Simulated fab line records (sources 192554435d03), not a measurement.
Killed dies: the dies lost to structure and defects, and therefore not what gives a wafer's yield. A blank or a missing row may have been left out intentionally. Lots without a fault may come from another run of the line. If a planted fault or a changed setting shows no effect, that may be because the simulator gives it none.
Lot-split experiment | flow n5-finfet | 39 wafers read from 7 lots, route of 1938 steps

THE SPLIT ITSELF
At N5_BEOL_M5_ETCH_68 (etches SOC in N2/H2, target depth 80 nm, overetch 16 nm, time 120 s), the setting time-s was moved away from the recipe's 120 s on 12 of the 39 wafers read, by -17.5% to +55.7%. All remaining wafers had this setting at the recipe value.

The split's own step is where the reading is taken.

THE READING
SiARC_of_BEOL_M5_COAT_66.thk-nm (the simulator's own value, which no gauge read), in nm, at N5_BEOL_M5_ETCH_68 (etches SOC in N2/H2, target depth 80 nm, overetch 16 nm, time 120 s). There is no usual value for it anywhere in the file. Across the 27 wafers here that went through the recipe, the average is 6.3 nm and the standard deviation 0.22 nm.

wafer  | tool, chamber at the split | time-s as run, s | against the recipe | SiARC_of_BEOL_M5_COAT_66.thk-nm, nm | against lot-mates on the recipe
L075.1 | rie-diel-03, 3,0           | 99.05            | -17.5%             | 7.6                                 | +1.2
L075.4 | rie-diel-03, 3,0           | 99.05            | -17.5%             | 7.6                                 | +1.2
L075.2 | rie-diel-03, 2             | 120              | recipe             | 6.2                                 | -
L075.3 | rie-diel-03, 1             | 120              | recipe             | 6.4                                 | -
L075.5 | rie-diel-03, 1             | 120              | recipe             | 6.6                                 | -
L075.6 | rie-diel-03, 2             | 99.05            | -17.5%             | 7.2                                 | +0.8
L077.1 | rie-diel-02, 0             | 168.1            | +40.1%             | 4.6                                 | -1.7
L077.2 | rie-diel-02, 2             | 120              | recipe             | 6.2                                 | -
L077.3 | rie-diel-02, 3             | 120              | recipe             | 6.4                                 | -
L077.6 | rie-diel-02, 3             | 120              | recipe             | 6.4                                 | -
L077.4 | rie-diel-02, 1             | 168.1            | +40.1%             | 4                                   | -2.3
L077.5 | rie-diel-02, 2             | 168.1            | +40.1%             | 3.8                                 | -2.5
L078.1 | rie-diel-01, 1             | 140.9            | +17.4%             | 5.4                                 | -0.6
L078.6 | rie-diel-01, 1             | 140.9            | +17.4%             | 5.4                                 | -0.6
L078.2 | rie-diel-01, 3             | 140.9            | +17.4%             | 6                                   | +0.0
L078.3 | rie-diel-01, 0,2,0         | 120              | recipe             | 6                                   | -
L078.4 | rie-diel-01, 0,2,0         | 120              | recipe             | 6                                   | -
L078.5 | rie-diel-01, 0,2,0         | 120              | recipe             | 6                                   | -
L079.1 | rie-diel-03, 1             | 120              | recipe             | 6.4                                 | -
L079.5 | rie-diel-03, 1             | 120              | recipe             | 6.4                                 | -
L079.4 | rie-diel-03, 0             | 120              | recipe             | 6.6                                 | -
L084.1 | rie-diel-01, 2             | 120              | recipe             | 6                                   | -
L084.2 | rie-diel-01, 3             | 120              | recipe             | 6.8                                 | -
L084.5 | rie-diel-01, 3             | 120              | recipe             | 6.8                                 | -
L084.3 | rie-diel-01, 1             | 120              | recipe             | 6.4                                 | -
L084.6 | rie-diel-01, 1             | 120              | recipe             | 6.4                                 | -
L084.4 | rie-diel-01, 2             | 120              | recipe             | 6.2                                 | -
L086.1 | rie-diel-03, 2             | 120              | recipe             | 6.2                                 | -
L086.2 | rie-diel-03, 0             | 120              | recipe             | 6.6                                 | -
L086.6 | rie-diel-03, 0             | 120              | recipe             | 6.6                                 | -
L086.3 | rie-diel-03, 3,1,1         | 120              | recipe             | 6.4                                 | -
L086.4 | rie-diel-03, 3,1,1         | 120              | recipe             | 6.4                                 | -
L086.5 | rie-diel-03, 3,1,1         | 120              | recipe             | 6.4                                 | -
L092.1 | rie-diel-02, 2,2,1         | 120              | recipe             | 6.2                                 | -
L092.4 | rie-diel-02, 2,2,1         | 120              | recipe             | 6.2                                 | -
L092.6 | rie-diel-02, 2,2,1         | 120              | recipe             | 6.2                                 | -
L092.2 | rie-diel-02, 0             | 186.8            | +55.7%             | 3.8                                 | -2.4
L092.3 | rie-diel-02, 1             | 186.8            | +55.7%             | 3                                   | -3.2
L092.5 | rie-diel-02, 0             | 186.8            | +55.7%             | 4                                   | -2.2
Where a row lists several chambers, the file gives one row for several wafers and doesn't say which wafer went through which chamber.

FIT RESULTS
A straight line over all 39 wafers: SiARC_of_BEOL_M5_COAT_66.thk-nm changes by -0.0522 nm for each +1% of time-s; r = -0.96; the points scatter about the line by 0.28 nm.
The same after taking each lot's own level away (the mean of its wafers on the recipe; 39 wafers): -0.0495 nm for each +1%; r = -0.96; scatter 0.28 nm.
Per that fit: largest time-s move, reading shift of 2.8 nm.
The span of the lots' own levels, 6.00 to 6.47 nm, comes to 2.1 times the standard deviation stated above.
The two slopes are in agreement: the lot-to-lot level therefore moves the slope only a little.
Check: -2.78 nm against its lot-mates is what the line predicts for one of the wafers moved furthest among these (+55.7%) when that wafer is left out of the fit. Against them it came out at -2.4 nm.

THE OTHER SPLITS THESE WAFERS WENT THROUGH
Before the reading, these wafers also passed through other splits. Each is held against what the fit with the lots' levels taken away leaves over:
other split on the same wafers             | wafers away from the commonest value | r with SiARC_of_BEOL_M5_COAT_66.thk-nm (lot level and that fit taken away)
N5_ZERO_LAYER_PECVD_02 time-s              | 12                                   | +0.07
N5_FIN_CUT_CUT_ETCH_26 target-depth-a      | 12                                   | -0.16
N5_FIN_CUT_CUT_ETCH_15 time-s              | 18                                   | +0.06
N5_ILD0_PRECLEAN_10 time-s                 | 15                                   | -0.10
N5_MOL_CONTACT_COAG_ETCH_15 target-depth-a | 15                                   | +0.02
N5_BEOL_M2_DESCUM_16 time-s                | 15                                   | -0.20

THE FILE'S OWN FIT
SiARC_of_BEOL_M5_COAT_66.thk-nm changes by -0.0486 nm for each +1% of time-s, r = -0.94.
